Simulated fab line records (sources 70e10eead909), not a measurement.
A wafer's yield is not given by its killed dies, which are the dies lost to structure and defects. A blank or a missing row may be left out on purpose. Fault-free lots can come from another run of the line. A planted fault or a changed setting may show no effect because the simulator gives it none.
fab line records	flow nandHarc
record lots=15	wafers=44	lastDay=34
route steps=1302 shown P_CONTACT@218
lots that met no fault: from a run of the same line without faults
startH: hours from the record's opening day to when the first of the lot's shown wafers began	waitH: hours elapsed since this lot's preceding step	" unchanged from the row above	L1.1+2: a row that stands for several wafers	- value missing, or start not given	* or withheld: withheld	< > ~ a bound
route shown NAME@n: NAME is a module with steps in the file, n the number in the route of the first one	usual: mean and standard deviation over wafers with no fault	same: alike in all rows	chamber/n: place in a boat	sites: per-site readings	_std_site: standard deviation across them	_edge_site: inner sites' mean taken away from outer sites' mean	radiusMm: for every site, how far away it sits from the centre of the wafer	mask NAME#n: copy n	behind: the last tool/chamber to shape the wafer	hold: why the lot went on hold/how many hours it stayed there/how the hold came to an end	device: whichever transistor did not switch (one of n, p or np)	end of line: the same wafers' tests at the end of the route	for a step that has no rows: nothing shown but its recipe	killed: dies that structure and defects cost at the first sort, which is not the same as the wafer's yield	map: the dies of a wafer, with x for killed, . for not killed, _ for no die there
set.NAME: the setting as run; set.NAME@STEP: as run at that earlier step	model.NAME: the simulator's own value behind a step, which no gauge read
steps of the route over a sample of lots; a table a step, a row a wafer
services: a tool's chamber out of use, with start hour (startH, from the record's first day; less than 0 if before it), hours out, and reason
## steps
# step NHARC_P_CONTACT_DEP_00
# recipe targetThkA=5000	tempC=400	pressureTorr=6.5	rfW=900	teosFlowSccm=161.4	flowSccm=2650	targetThkNm=500	gas=O2	material=SiO2
# usual heaterPowerW=579/130	throttleValvePct=15.9/0.59
lot.wafer	tool	chamber	startH	waitH	heaterPowerW	throttleValvePct
L125.3	pecvd-02	0	-	-	849	16.3
L125.2	"	1	"	"	432	15.0
L125.5	"	1	"	"	477	15.5
L127.1	pecvd-02	0	-	-	663	16.6
L127.2	"	2	"	"	660	16.9
L127.4	"	2	"	"	706	16.6
L126.1	pecvd-04	1	-	-	457	16.2
L126.4	"	1	"	"	495	16.4
L126.6	"	0	"	"	626	16.8
L129.3	pecvd-03	1	-	-	508	15.9
L129.1	"	2	"	"	730	15.6
L129.5	"	1	"	"	549	15.8
L131.2	pecvd-03	1	-	-	573	15.9
L131.1	"	2	"	"	697	16.1
L131.3	"	0	"	"	400	16.0
L133.6	pecvd-02	0	-	-	809	16.6
L133.4	"	1	"	"	545	15.4
L135.1	pecvd-03	0	-	-	438	15.6
L135.2	"	2	"	"	771	15.9
L135.4	"	1	"	"	543	15.4
L139.4	pecvd-03	2	266.67	0.3	774	16.2
L139.5	"	2	"	"	590	16.2
L139.6	"	1	"	"	573	15.4
L141.2	pecvd-02	2	-	-	708	16.2
L141.4	"	0	"	"	847	16.5
L141.5	"	1	"	"	533	14.8
L142.2	pecvd-03	2	-	-	737	16.0
L142.5	"	2	"	"	746	16.2
L142.4	"	0	"	"	444	15.5
L143.2	pecvd-04	0	-	-	637	16.8
L143.6	"	1	"	"	468	16.1
L143.5	"	2	"	"	503	14.4
L144.6	pecvd-03	1	-	-	522	15.7
L144.5	"	2	"	"	698	16.2
L144.4	"	0	"	"	411	15.5
L145.3	pecvd-04	1	-	-	435	16.0
L145.2	"	2	"	"	444	14.7
L145.4	"	0	"	"	645	16.9
L147.1	pecvd-02	2	-	-	592	16.0
L147.3	"	0	"	"	796	16.3
L147.2	"	1	"	"	530	14.8
L148.3	pecvd-03	1	349.60	0.3	571	15.7
L148.6	"	2	"	"	732	16.1
L148.5	"	1	"	"	599	15.7
# step NHARC_P_CONTACT_DESCUM_17
# recipe timeS=3	o2FlowSccm=200	arFlowSccm=0	biasPowerW=0	chemistry=O2
# usual drypumpMotorCurrentA=5.7/0.51	oesProductAu=0.999/0.011	rfVppV=57.8/0.82	showerheadPlenumPTorr=1.92/0.066	throttleValvePct=11.310/0.0089
lot.wafer	tool	chamber	startH	waitH	drypumpMotorCurrentA	oesProductAu	rfHoursCounterH	rfVppV	showerheadPlenumPTorr	throttleValvePct
L125.2	rieDiel-08	0	127.09	0.1	5.8	0.988	2.3	58.9	1.94	11.305
L125.3	"	1	"	"	5.6	1.000	2.3	58.6	1.90	11.292
L125.5	"	3	"	"	6.5	1.015	-	59.1	1.96	11.321
L127.2	rieDiel-05	3	132.96	0.1	4.7	0.987	3.2	57.6	1.86	11.305
L127.4	"	0	"	"	5.8	1.003	4.2	58.9	1.94	11.316
L127.1	"	1	"	"	5.8	1.011	4.3	58.3	1.97	11.312
L126.4	rieDiel-08	1	133.83	0.1	5.5	0.997	2.8	56.3	1.90	11.291
L126.1	"	0	"	"	5.8	0.987	2.7	59.0	1.94	11.319
L126.6	"	1	"	"	5.5	1.000	-	58.8	1.90	11.323
L129.1	rieDiel-08	2	158.09	0.1	5.8	0.990	3.9	56.9	1.79	11.311
L129.3	"	3	"	"	6.5	1.015	3.7	57.5	1.96	11.310
L129.5	"	2	"	"	5.9	0.990	-	57.1	1.79	11.299
L131.2	rieDiel-08	2	176.34	0.1	5.9	0.982	4.8	57.4	1.79	11.292
L131.1	"	0	"	"	5.8	0.990	4.0	58.2	1.94	11.309
L131.3	"	1	"	"	5.6	0.999	4.7	59.0	1.90	11.305
L133.4	rieDiel-08	0	195.32	0.1	5.8	0.987	4.8	59.3	1.94	11.297
L133.6	"	0	"	"	5.8	0.995	-	57.5	1.94	11.311
L135.2	rieDiel-05	2	223.15	0.1	5.1	1.007	8.9	59.1	2.00	11.304
L135.1	"	0	"	"	5.8	1.009	9.0	58.2	1.94	11.308
L135.4	"	0	"	"	5.8	1.007	-	57.9	1.94	11.312
L139.4	rieDiel-03	3	268.18	0.1	5.3	1.003	2.8	57.3	2.05	11.314
L139.5	"	1	"	"	5.9	1.005	-	58.3	1.92	11.320
L139.6	"	2	"	"	5.0	0.992	-	56.5	1.91	11.316
L141.4	rieDiel-03	2	280.05	0.1	4.9	0.997	3.3	57.8	1.91	11.291
L141.2	"	0	"	"	6.2	0.980	3.7	59.4	1.89	11.291
L141.5	"	2	"	"	5.0	1.000	-	56.2	1.91	11.307
L142.4	rieDiel-05	0	286.07	0.1	5.8	1.024	1.6	57.3	1.94	11.306
L142.2	"	2	"	"	5.1	1.002	1.7	58.2	2.00	11.308
L142.5	"	1	"	"	5.9	1.008	-	57.6	1.97	11.313
L143.2	rieDiel-05	1	295.14	0.1	5.8	0.996	2.6	57.8	1.97	11.311
L143.6	"	1	"	"	5.8	1.006	-	56.8	1.97	11.305
L143.5	"	2	"	"	5.1	0.987	-	59.1	2.00	11.309
L144.4	rieDiel-05	3	309.82	0.1	4.7	0.976	3.3	57.7	1.86	11.309
L144.6	"	0	"	"	5.8	1.005	-	57.6	1.94	11.299
L144.5	"	1	"	"	5.8	0.991	-	58.5	1.97	11.319
L145.3	rieDiel-05	1	316.28	0.1	5.8	1.005	4.6	59.4	1.97	11.295
L145.2	"	2	"	"	5.1	0.976	4.1	59.5	2.00	11.311
L145.4	"	3	"	"	4.7	0.981	4.2	56.7	1.86	11.307
L147.3	rieDiel-03	1	334.72	0.1	5.9	1.016	1.1	59.0	1.92	11.328
L147.2	"	2	"	"	5.0	1.005	1.2	58.4	1.91	11.312
L147.1	"	0	"	"	6.3	1.002	0.5	56.9	1.89	11.307
L148.3	rieDiel-08	3	351.03	0.1	6.5	1.010	2.3	57.5	1.96	11.317
L148.5	"	2	"	"	5.9	1.005	-	57.7	1.79	11.309
L148.6	"	3	"	"	6.5	1.007	-	57.4	1.96	11.307
# step NHARC_P_CONTACT_ETCH_36
# recipe targetDepthA=2600	overEtchFrac=0.25	timeS=406.25	ionEnergyEv=200	n2FlowSccm=150	h2FlowSccm=150	arFlowSccm=0	rfW=400	biasW=150	chemistry=N2/H2
# usual drypumpMotorCurrentA=5.6/0.51	oesProductAu=0.996/0.01	rfVppV=430.8/2.2	showerheadPlenumPTorr=2.05/0.073	throttleValvePct=14.172/0.0081
lot.wafer	tool	chamber	startH	waitH	drypumpMotorCurrentA	oesProductAu	rfHoursCounterH	rfVppV	showerheadPlenumPTorr	throttleValvePct
L125.2	rieDiel-08	2	-	-	5.8	0.985	2.7	426.4	1.90	14.182
L125.3	"	0	"	"	5.8	0.973	2.4	432.3	2.07	14.180
L125.5	"	1	"	"	5.5	0.997	-	428.9	2.02	14.167
L127.1	rieDiel-05	0	-	-	5.8	1.010	4.3	430.3	2.07	14.166
L127.4	"	1	"	"	5.8	1.009	4.4	432.5	2.10	14.165
L127.2	"	2	"	"	5.1	1.006	4.1	433.7	2.14	14.174
L126.1	rieDiel-08	0	-	-	5.8	0.992	2.8	429.7	2.07	14.179
L126.4	"	1	"	"	5.6	1.001	2.9	429.3	2.02	14.180
L126.6	"	0	"	"	5.8	0.981	-	431.3	2.07	14.154
L129.1	rieDiel-08	3	-	-	6.5	0.999	3.8	431.1	2.09	14.187
L129.3	"	1	"	"	5.6	0.998	4.0	430.6	2.02	14.179
L129.5	"	1	"	"	5.6	0.996	-	430.2	2.02	14.178
L131.3	rieDiel-08	1	-	-	5.6	1.014	4.8	429.9	2.02	14.165
L131.1	"	3	"	"	6.5	1.005	4.8	431.8	2.09	14.172
L131.2	"	0	"	"	5.8	0.994	4.1	431.6	2.07	14.188
L133.4	rieDiel-08	2	-	-	5.9	0.975	5.7	425.8	1.90	14.178
L133.6	"	1	"	"	5.6	0.998	-	430.5	2.02	14.170
L135.1	rieDiel-05	0	-	-	5.8	1.003	9.1	431.7	2.07	14.172
L135.2	"	2	"	"	5.1	0.987	9.0	431.6	2.14	14.174
L135.4	"	3	"	"	4.7	0.984	-	429.5	1.98	14.171
L139.4	rieDiel-03	2	-	-	5.0	0.993	2.7	429.4	2.03	14.170
L139.5	"	2	"	"	5.0	0.991	-	430.6	2.03	14.178
L139.6	"	3	"	"	5.3	1.007	-	435.0	2.19	14.167
L141.4	rieDiel-03	2	-	-	5.0	0.997	3.4	430.9	2.03	14.174
L141.2	"	3	"	"	5.3	0.998	3.4	434.7	2.19	14.163
L141.5	"	1	"	"	5.9	0.993	-	431.1	2.05	14.175
L142.4	rieDiel-05	2	-	-	5.1	0.998	1.8	433.7	2.14	14.167
L142.2	"	3	"	"	4.7	0.994	2.0	428.5	1.98	14.168
L142.5	"	1	"	"	5.9	1.007	-	432.3	2.10	14.165
L143.2	rieDiel-05	0	-	-	5.8	1.004	2.9	432.5	2.07	14.177
L143.5	"	1	"	"	5.8	0.997	-	431.2	2.10	14.170
L143.6	"	2	"	"	5.1	0.988	-	433.8	2.14	14.169
L144.4	rieDiel-05	0	-	-	5.9	1.007	3.6	429.5	2.07	14.174
L144.6	"	1	"	"	5.8	0.995	-	432.6	2.10	14.172
L144.5	"	2	"	"	5.1	0.990	-	433.6	2.14	14.167
L145.3	rieDiel-05	3	-	-	4.7	0.985	4.2	428.0	1.98	14.166
L145.4	"	0	"	"	5.8	1.007	4.7	431.4	2.07	14.180
L145.2	"	1	"	"	5.8	0.994	4.7	431.6	2.10	14.171
L147.2	rieDiel-03	1	-	-	5.9	1.018	1.2	430.7	2.05	14.165
L147.3	"	2	"	"	5.0	0.999	1.3	431.0	2.03	14.179
L147.1	"	3	"	"	5.3	1.003	1.2	432.2	2.19	14.176
L148.3	rieDiel-08	3	-	-	6.5	1.002	2.4	431.1	2.09	14.169
L148.5	"	0	"	"	5.8	0.986	-	432.9	2.06	14.179
L148.6	"	1	"	"	5.6	1.007	-	428.5	2.02	14.151
# step NHARC_P_CONTACT_ALD_22
# recipe targetThkA=30	pulseTimeS=1	aldCycles=150	tempC=450	material=TiN
# usual aldCycles=150/0	heaterPowerW=1071/180	precursorPulseHeightRel=1.000/0.021
lot.wafer	tool	chamber	startH	waitH	aldCycles	heaterPowerW	precursorPulseHeightRel
L125.3	aldMetal-02	2	128.91	-	150	1122	0.960
L125.2	"	3	"	"	150	850	0.986
L125.5	"	3	"	"	150	852	1.003
L127.4	aldMetal-02	2	134.80	-	150	1155	1.010
L127.2	"	3	"	"	150	853	0.977
L127.1	"	0	"	"	150	1044	1.000
L126.1	aldMetal-01	3	135.66	-	150	982	0.966
L126.4	"	1	"	"	150	982	0.997
L126.6	"	3	"	"	150	962	0.983
L129.3	aldMetal-02	2	160.09	-	150	1126	1.022
L129.1	"	3	"	"	150	849	0.993
L129.5	"	1	"	"	150	1331	1.008
L131.2	aldMetal-02	3	178.18	-	150	837	0.994
L131.1	"	0	"	"	150	1032	1.011
L131.3	"	2	"	"	66	1117	0.959
L133.4	aldMetal-02	2	197.17	-	66	1091	1.017
L133.6	"	2	"	"	150	1106	1.014
L135.4	aldMetal-02	1	225.19	-	66	1351	0.999
L135.1	"	2	"	"	150	1156	1.000
L135.2	"	3	"	"	150	846	1.025
L139.4	aldMetal-01	3	270.02	-	150	920	1.006
L139.5	"	1	"	"	150	997	0.967
L139.6	"	2	"	"	150	972	1.016
L141.2	aldMetal-01	1	281.89	-	150	1010	1.022
L141.4	"	3	"	"	150	896	0.981
L141.5	"	2	"	"	150	986	0.975
L142.4	aldMetal-01	1	287.88	-	150	979	1.019
L142.2	"	3	"	"	150	945	1.009
L142.5	"	1	"	"	150	984	0.982
L143.2	aldMetal-01	1	296.99	-	150	1018	0.972
L143.5	"	0	"	"	150	906	0.971
L143.6	"	1	"	"	150	1017	0.959
L144.4	aldMetal-04	1	311.74	-	150	1310	1.013
L144.5	"	3	"	"	150	1263	0.994
L144.6	"	0	"	"	150	863	1.008
L145.2	aldMetal-02	1	318.11	-	150	1399	1.017
L145.3	"	2	"	"	150	1135	1.008
L145.4	"	3	"	"	150	851	0.997
L147.2	aldMetal-04	2	336.55	-	150	1045	0.998
L147.1	"	3	"	"	150	1292	1.023
L147.3	"	0	"	"	150	874	0.958
L148.3	aldMetal-04	3	352.88	-	150	1307	1.007
L148.6	"	1	"	"	150	1341	0.986
L148.5	"	0	"	"	150	859	0.994
## services
tool	chamber	startH	hours	kind
rieDiel-03	-	104.32	9.0	pm
pecvd-03	-	127.20	0.9	repair
rieDiel-03	2	153.10	2.9	repair
rieDiel-08	0	153.47	6.4	repair
aldMetal-01	-	170.00	10.0	pm
rieDiel-08	1	171.59	1.4	repair
pecvd-03	-	185.19	13.0	pm
aldMetal-02	-	192.89	2.0	repair
rieDiel-05	1	193.36	6.4	repair
rieDiel-05	1	210.38	19.4	repair
rieDiel-08	-	215.30	9.0	pm
rieDiel-03	3	222.31	17.1	repair
rieDiel-05	-	232.31	9.0	pm
aldMetal-01	-	238.61	2.2	repair
rieDiel-03	3	242.30	1.9	repair
pecvd-03	0	251.28	17.0	repair
aldMetal-02	-	254.00	10.0	pm
pecvd-03	-	274.79	1.3	repair
rieDiel-03	-	281.32	9.0	pm
aldMetal-01	1	304.81	3.8	repair
rieDiel-03	0	312.20	15.2	repair
pecvd-03	0	324.01	35.8	repair
aldMetal-01	1	332.26	12.2	repair
aldMetal-01	3	337.99	15.1	repair
## key
firstSign step=NHARC_P_CONTACT_ALD_22	reading=aldCycles	direction=down	sigmas=99+	usual=150	struck=66
effect none on later readings
metAt NHARC_P_CONTACT_ALD_22
struckLots L131,L133,L135
struckWafers L131.3,L133.4,L135.4
laterRowsLeftOut L131.3,L133.4,L135.4
sortLeftOut L131.3,L133.4,L135.4
testerLeftOut L131,L133,L135
notActingAt NHARC_P_CONTACT_DEP_00,NHARC_P_CONTACT_DESCUM_17,NHARC_P_CONTACT_ETCH_36
onsetBetween 160.09 178.18
fault kind=processParameterDrift	tool=aldMetal-02	chamber=-	onsetH=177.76	steps=NHARC_P_CONTACT_ALD_22	channel=aldCycles	offset=-84	shape=step	endH=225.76	scope=struckWafersOnly	actsIn=theseRecipesOnly	stated=150
# testerLeftOut: of these lots the tester's yield and bins aren't shown, on N5 and GAA mostly nor the transistor test; their killed dies are dies lost to structure and defects alone, not to doping, threshold or leakage, so they don't give the yield
# sortLeftOut: the simulated sort isn't trusted on such a fault, so these wafers' sort isn't shown, and their yield isn't known
# laterRowsLeftOut: the simulator's readings of these wafers behind a module that went badly wrong aren't trusted and aren't shown, but for the sort
